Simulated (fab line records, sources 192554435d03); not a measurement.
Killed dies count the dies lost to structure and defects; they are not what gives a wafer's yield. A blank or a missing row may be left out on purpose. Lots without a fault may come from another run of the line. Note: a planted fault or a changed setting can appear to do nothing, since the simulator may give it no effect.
The tool behind it: which one? ; flow n5_finfet ; 23 lots, 69 wafers sampled, at 2 steps of a route of 1938

== WHAT THE GAUGES READ, wafer by wafer ==
N5_BEOL_M9_CD_MEAS_35: target cd 70 nm, target cd y 40 nm. Usual: 70.1 nm for cd_nm, sd 0.44.
lot;measured;on;cd_nm (nm);flag
L074;day 11 08:57;cd_sem-01;69.8 70.2 70.5;
L075;day 12 17:09;cd_sem-02;70.3 69.6 69.0;
L076;day 12 22:43;cd_sem-01;69.6 69.5 69.4;
L077;day 13 08:06;cd_sem-01;69.8 69.2 70.5;
L078;day 13 17:32;cd_sem-02;70.5 69.9 69.7;
L080;day 14 00:25;cd_sem-02;70.2 70.8 70.8;
L081;day 14 04:55;cd_sem-01;70.4 70.8 70.4;
L083;day 14 09:19;cd_sem-01;69.9 69.4 69.6;
L082;day 14 11:46;cd_sem-01;70.5 70.4 69.8;
L084;day 14 15:33;cd_sem-03;69.7 69.6 70.4;
L085;day 15 00:40;cd_sem-01;70.3 70.0 69.7;
L086;day 15 04:31;cd_sem-02;70.2 69.8 70.3;
L092;day 15 04:45;cd_sem-03;70.7 70.0 70.3;
L088;day 15 17:47;cd_sem-03;69.6 70.9 70.4;
L087;day 15 22:05;cd_sem-02;70.1 70.1 70.4;
L089;day 16 00:02;cd_sem-02;70.4 69.5 69.8;
L090;day 16 03:11;cd_sem-02;70.7 69.6 69.7;
L091;day 16 09:46;cd_sem-03;71.1 70.8 70.7;
L093;day 16 10:07;cd_sem-01;69.7 70.2 69.5;
L097;day 17 16:26;cd_sem-01;70.5 70.5 70.5;
L096;day 17 16:30;cd_sem-01;70.6 69.8 70.1;
L094;day 18 10:30;cd_sem-02;70.3 69.5 69.2;
L095;day 18 16:43;cd_sem-02;69.6 70.1 69.8;

== EACH LOT AND THE TOOL THAT RAN IT (in order: tool; ch and the chambers of the sampled wafers; start) ==
lot;N5_BEOL_M9_ETCH_41
L074;rie_diel-01 ch 1,3, day 11 08:57 or earlier
L075;rie_diel-03 ch 0,1, day 12 17:09 or earlier
L076;rie_diel-01 ch 0,1,3, day 12 22:43 or earlier
L077;rie_diel-06 ch 2,3, day 13 08:06 or earlier
L078;rie_diel-01 ch 0,1,2, day 13 17:32 or earlier
L080;rie_diel-01 ch 1,2,3, day 14 00:25 or earlier
L081;rie_diel-06 ch 0,2,3, day 14 04:55 or earlier
L083;rie_diel-06 ch 0,2,3, day 14 09:19 or earlier
L082;rie_diel-06 ch 0,1,3, day 14 11:46 or earlier
L084;rie_diel-03 ch 0,3, day 14 15:33 or earlier
L085;rie_diel-03 ch 1,2,3, day 15 00:40 or earlier
L086;rie_diel-06 ch 0,1, day 15 04:31 or earlier
L092;rie_diel-01 ch 0,2,3, day 15 04:45 or earlier
L088;rie_diel-03 ch 0,1, day 15 17:47 or earlier
L087;rie_diel-03 ch 1,2, day 15 22:05 or earlier
L089;rie_diel-06 ch 1,3, day 16 00:02 or earlier
L090;rie_diel-06 ch 1,2,3, day 16 03:11 or earlier
L091;rie_diel-06 ch 0,1,3, day 16 09:46 or earlier
L093;rie_diel-03 ch 0,1,3, day 16 10:07 or earlier
L097;rie_diel-01 ch 0,1, day 17 16:26 or earlier
L096;rie_diel-03 ch 1,2, day 17 16:30 or earlier
L094;rie_diel-01 ch 1,3, day 18 10:30 or earlier
L095;rie_diel-03 ch 1,3, day 18 16:43 or earlier
- N5_BEOL_M9_ETCH_41: etches SiCN in CH3F/O2, target depth 36.6 nm, time 70.1 s.

== WHAT THE TOOLS THEMSELVES READ (means of the sampled wafers that have a number; where no wafer has one, the mark that the record gives instead) ==
N5_BEOL_M9_ETCH_41. Usual: O2_flow_sccm 20.00 sccm, standard deviation 0.063; drypump_motor_current_A 5.9 A, standard deviation 0.56; oes_product_au 0.79 a.u., standard deviation 0.079; rf_vpp_V 297.2 V, standard deviation 1.4; showerhead_plenum_p_Torr 1.99 Torr, standard deviation 0.061; throttle_valve_pct 16.41 %, standard deviation 0.2.
lot;tool;O2_flow_sccm (sccm);drypump_motor_current_A (A);oes_product_au (a.u.);rf_vpp_V (V);showerhead_plenum_p_Torr (Torr);throttle_valve_pct (%);flag
L074;rie_diel-01;19.93;6.2;0.80;296.9;1.98;16.31;
L075;rie_diel-03;20.01;5.8;0.70;296.6;1.95;16.45;
L076;rie_diel-01;20.01;6.3;0.80;296.9;1.96;16.45;
L077;rie_diel-06;20.00;6.0;0.76;296.5;1.95;16.50;
L078;rie_diel-01;20.01;6.4;0.78;297.9;2.01;16.51;
L080;rie_diel-01;19.99;6.2;0.81;297.3;2.01;16.40;
L081;rie_diel-06;19.96;6.0;0.82;297.4;1.99;16.44;
L083;rie_diel-06;19.93;6.0;0.82;296.5;1.99;16.45;
L082;rie_diel-06;20.04;5.6;0.87;298.0;2.03;16.32;
L084;rie_diel-03;19.98;5.5;0.74;297.5;1.99;16.57;
L085;rie_diel-03;20.02;5.5;0.75;297.8;2.00;16.30;
L086;rie_diel-06;19.99;6.0;0.90;298.5;2.04;16.24;
L092;rie_diel-01;20.01;6.3;0.82;296.6;1.99;16.53;
L088;rie_diel-03;19.98;5.9;0.70;295.5;1.92;16.26;
L087;rie_diel-03;20.01;5.7;0.70;296.3;1.96;16.20;
L089;rie_diel-06;20.01;5.2;0.80;298.1;2.02;16.43;
L090;rie_diel-06;20.04;5.6;0.79;297.4;1.98;16.40;
L091;rie_diel-06;19.99;5.6;0.85;297.8;2.03;16.35;
L093;rie_diel-03;19.94;5.7;0.73;297.3;1.96;16.38;
L097;rie_diel-01;20.03;6.4;0.72;296.1;1.96;16.52;
L096;rie_diel-03;19.98;5.4;0.71;297.3;2.01;16.38;
L094;rie_diel-01;20.02;6.1;0.79;296.2;1.95;16.43;
L095;rie_diel-03;20.03;5.9;0.72;295.5;1.93;16.20;

== THE ANSWER, worked out from the rows above alone ==
Rule: lot off if the mean of its wafers having a number is beyond 3 standard deviations from the usual mean. A lot without any number at a reading at which 4 lots or more have one is off too. The other lots that the step has rows for count as sound. Order of review: gauges by route order, followed by the tools' own readings, for which a lot's mean as printed above is used. The first step at which some lot is off is used, and at that step the reading that is off furthest; a lot without a number counts as furthest.
No lot is off on any of the readings shown, so nothing can be concluded from this.

== WHAT THE SIMULATOR HAD INSERTED ==
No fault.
